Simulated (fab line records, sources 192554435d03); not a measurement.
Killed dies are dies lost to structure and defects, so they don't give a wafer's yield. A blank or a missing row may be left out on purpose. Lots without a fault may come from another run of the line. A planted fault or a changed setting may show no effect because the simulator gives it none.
Chamber matching | flow n5_finfet | N5_BEOL_M5_CO_CAP_78 on cvd_co-02: 3 sister chambers
The step material Co, precursor CCTBA/H2, target thk 2 nm, time 102.1 s. 3 wafers are shown with their chamber, then 7 later ones without.

WAFERS WITH THEIR CHAMBER
wafer  | chamber | heater_power_outer_w (W)
L890.1 | 1       | 110
L892.1 | 2       | 118
L892.2 | 0       | 128

WAFERS WITHOUT THEIR CHAMBER
wafer  | heater_power_outer_w (W)
L892.3 | 112
L896.2 | 129
L896.4 | 129
L896.6 | 119
L895.1 | 110
L895.4 | 113
L895.6 | 119

WHICH CHAMBER EACH WENT THROUGH
wafer  | from the rows above     | in truth
L892.3 | 1                       | 1
L896.2 | 0                       | 0
L896.4 | 0                       | 0
L896.6 | 2                       | 2
L895.1 | 1                       | 1
L895.4 | can't be placed: 1 or 2 | 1
L895.6 | 2                       | 2
Placed correctly: 6 of 7. Can't be placed from these rows: 1 (the true chamber is among the candidates in 1). Placed wrongly: 0.
How it was worked out, from the rows above alone: a wafer's distance from a chamber is the root of the sum, over the readings, of the square of ((its reading less the chamber's mean) divided by the reading's scatter). The wafer belongs to the nearest chamber; if the next one is less than 2 further off, it can't be placed. A chamber's mean is the mean of its shown wafers. The scatter: with one shown wafer a chamber, the root of the mean of the squares of how far each hidden wafer lies from its nearest shown one.
